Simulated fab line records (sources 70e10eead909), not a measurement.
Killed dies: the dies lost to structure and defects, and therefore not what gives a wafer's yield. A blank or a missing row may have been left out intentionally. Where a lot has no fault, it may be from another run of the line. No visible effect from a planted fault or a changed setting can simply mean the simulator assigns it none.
A struck lot beside a sound one | flow nandHarc | 33 steps out of a route of 1159
Sound: the wafers L164.2, L164.3, L164.4. Wafers L175.2, L175.5, L175.6 were the ones struck. The cause is given at the end.
For every step that has rows: the tool of each side, followed by ch and its chambers, followed by its first start. Under that, the readings that differ: sound wafers | struck wafers | difference of the means | sigmas: that difference in standard deviations of wafers without a fault.
alike: readings with means less than 2 such deviations apart, plus words and numbers identical on both sides. not compared: withheld readings, readings lacking a value on some wafer, bounds such as >300 that could conceal the same value, and numbers that have no deviation in the record and whose values overlap.
A row with sigmas, a row that says differs or no value, or rows on one side alone: a step with any of these is where the two part. When numbers do not overlap yet have no deviation, they are printed without sigmas and do not part them. Lack of a reading on every wafer of one side parts them only where that side has two or more wafers.

NHARC_P_M0_DESCUM_14: chemistry O2, time 3 s.
  sound on rieDiel-12 ch 1,2,3, day 6 17:08; struck on rieDiel-05 ch 1,2,3, day 9 15:49
  alike: drypumpMotorCurrentA, mfcArSccm, oesProductAu, rfVppV, showerheadPlenumPTorr, throttleValvePct
  not compared: rfHoursCounterH
then, 1 step without rows for these wafers: NHARC_P_M0_ETCH_34 (etches the open film in N2/H2, target depth 40 nm, overetch 12 nm, time 43.94 s).
NHARC_P_M0_ETCH_15: etches the open film in C4F8/Ar, target depth 150 nm, overetch 15 nm, time 82.5 s.
  sound on rieDiel-12 ch 1,2,3; struck on rieDiel-05 ch 2,3
  alike: oesProductAu, rfVppV
  not compared: rfHoursCounterH
NHARC_P_M0_CD_MEAS_16:
  sound on cdSem-01 at day 6 17:26; struck on cdSem-03 at day 9 16:06
  alike: cdNm
then, 4 steps without rows for these wafers: NHARC_P_M0_STRIP_18 (strips in N2/H2); NHARC_P_M0_STRIP_19 (strips in post etch residue remover, time 600 s); NHARC_P_M0_DEGAS_28 (time 60 s); NHARC_P_M0_PRE_CLEAN_29 (time 30 s).
NHARC_P_M0_PVD_20: deposits TaN, target thk 5 nm, time 8.06 s.
  sound on pvdSputter-03; struck on pvdSputter-03
  alike: substrateTempC, throttleValvePct
NHARC_P_M0_PVD_21: deposits Cu, target thk 30 nm, time 20.49 s.
  sound on pvdSputter-03; struck on pvdSputter-03
  alike: substrateTempC, throttleValvePct
then, 2 steps without rows for these wafers: NHARC_P_M0_ECD_22 (material Cu, target thk 400 nm); NHARC_P_M0_ANNEAL_30 (time 90 s).
NHARC_P_M0_CMP_23: polishes, t overpolish 20 s, target thk 117.53 nm.
  sound on cmp-03 ch 1,2,3, day 6 19:08; struck on cmp-03 ch 1,2,3, day 9 17:55
  alike: motorCurrentA, slurryFlowMlMin, timeToEndpointS
NHARC_P_M0_THK_MEAS_24: measures by xrf.
  sound on filmMetro-01 at day 6 19:27; struck on filmMetro-02 at day 9 18:09
  alike: thkNm
after that, 1 step had no rows for these wafers: NHARC_P_M0_SRD_25.
NHARC_P_M0_INSPECT_27:
  sound on defectInspect-02 at day 6 19:36; struck on defectInspect-02 at day 9 18:19
reading        | sound       | struck         | difference | sigmas
rawDefectCount | 611 733 701 | 1538 1399 1475 | +789       | +5
then, 12 steps without rows for these wafers: NHARC_P_M0_PRE_CLEAN_31 (time 12 s); NHARC_P_M0_DEP_32 (deposits SiCN, target thk 30 nm); NHARC_P_M1_DEP_00 (deposits SiOC, target thk 182.5 nm); NHARC_P_M1_DEHYDRATE_01 (time 120 s); NHARC_P_M1_HMDS_02 (time 30 s); NHARC_P_M1_COAT_34 (time 65 s); NHARC_P_M1_COAT_03 (resist thk 90 nm); NHARC_P_M1_SOFTBAKE_04 (time 55 s); NHARC_P_M1_EBR_05; NHARC_P_M1_EXPOSE_06 (exposes mask P M1, target cd 130 nm); NHARC_P_M1_PEB_07 (peb time 65 s); NHARC_P_M1_DEVELOP_08 (develop time 35 s).
NHARC_P_M1_CD_MEAS_09 targets a cd of 130 nm.
  sound on cdSem-02 ch 0, day 6 21:01; struck on cdSem-02 ch 0, day 9 19:43
  alike: cdNm
NHARC_P_M1_OVL_MEAS_10: pitch 260 nm.
  sound on overlay-01 at day 6 21:06; struck on overlay-01 at day 9 19:48
  alike: overlayXNm, overlayYNm
NHARC_P_M1_INSPECT_11:
  sound on defectInspect-01 at day 6 21:09; struck on defectInspect-02 at day 9 19:50
reading        | sound | struck         | difference | sigmas
rawDefectCount | 1 2 5 | 1162 1093 1104 | +1117      | +99 or more
NHARC_P_M1_DESCUM_14: chemistry O2, time 3 s.
  sound on rieDiel-06 ch 0,2,3, day 6 21:13; struck on rieDiel-10 ch 2,3, day 9 19:54
  alike: drypumpMotorCurrentA, mfcArSccm, oesProductAu, rfVppV, showerheadPlenumPTorr, throttleValvePct
  not compared: rfHoursCounterH
-- record jumps: 13 days between struck wafers' starts before vs after; left off in module P_M1, resumes in module END, first step shown is number 1159 of the route --
NHARC_END_SORT_01:
  sound on prober-01 ch 0, day 20 19:24; struck on prober-02 ch 0, day 23 07:07
reading                | sound          | struck          | difference | sigmas
defectLimitedYield (%) | 96.8 96.0 94.5 | 17.4 20.1 18.6  | -77.1      | -48
killedAtPeriphery      | 2 2 2          | 547 534 539     | +538       | +99 or more
killedDies             | 22 27 37       | 559 541 551     | +522       | +47
sort_bin_2_pct (%)     | 1.3 0.6 1.5    | 36.2 34.4 36.3  | +34.5      | +57
sort_bin_3_pct (%)     | 0 0.59 0.74    | 10.04 7.83 7.24 | +7.93      | +36
sort_bin_4_pct (%)     | 1.9 2.8 3.2    | 36.3 37.7 37.8  | +34.6      | +31
sortNPass              | 655 650 640    | 118 136 126     | -522       | -47
sortRimYieldPct (%)    | 97 98 90       | 18 21 21        | -75        | -23
sortYieldPct (%)       | 96.8 96.0 94.5 | 17.4 20.1 18.6  | -77.1      | -48
  alike: killedAtArray, killedAtOther, killedOpen, killedShort

## WHERE THEY PART
Earliest at NHARC_P_M0_INSPECT_27; latest, in this record, at NHARC_END_SORT_01.

WHY: what had been put in by the simulator
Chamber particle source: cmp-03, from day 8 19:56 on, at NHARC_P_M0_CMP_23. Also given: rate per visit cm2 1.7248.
